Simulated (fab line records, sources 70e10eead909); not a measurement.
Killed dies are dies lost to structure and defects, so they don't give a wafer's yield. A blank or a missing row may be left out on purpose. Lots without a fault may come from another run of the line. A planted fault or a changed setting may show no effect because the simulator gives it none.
Chamber matching | flow nand_harc | NHARC_A_CONTACT_DEP_29 on pecvd-02: 3 sister chambers
The step deposits SiON, target thk 100 nm. 6 wafers are shown with their chamber, then 9 later ones without.

WAFERS WITH THEIR CHAMBER
wafer  | chamber | heater_power_w (W)
L320.5 | 1       | 925
L322.4 | 1       | 924
L322.6 | 2       | 671
L323.2 | 0       | 833
L323.4 | 0       | 849
L323.6 | 2       | 680

WAFERS WITHOUT THEIR CHAMBER
wafer  | heater_power_w (W)
L327.2 | 915
L327.3 | 765
L327.5 | 920
L336.1 | 904
L336.6 | 926
L337.4 | 713
L338.2 | 896
L338.4 | 919
L338.5 | 977

WHICH CHAMBER EACH WENT THROUGH
wafer  | from the rows above     | in truth
L327.2 | 1                       | 1
L327.3 | can't be placed: 0 or 2 | 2
L327.5 | 1                       | 1
L336.1 | 1                       | 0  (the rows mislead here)
L336.6 | 1                       | 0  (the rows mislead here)
L337.4 | 2                       | 2
L338.2 | 1                       | 1
L338.4 | 1                       | 1
L338.5 | 1                       | 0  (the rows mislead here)
Placed correctly: 5 of 9. Can't be placed from these rows: 1 (the true chamber is among the candidates in 1). Placed wrongly: 3.
How it was worked out, from the rows above alone: a wafer's distance from a chamber is the root of the sum, over the readings, of the square of ((its reading less the chamber's mean) divided by the reading's scatter). The wafer belongs to the nearest chamber; if the next one is less than 2 further off, it can't be placed. A chamber's mean is the mean of its shown wafers. The scatter: the root of (the sum of the squares of (reading less its chamber's mean) over the shown wafers, divided by (wafers less chambers)).
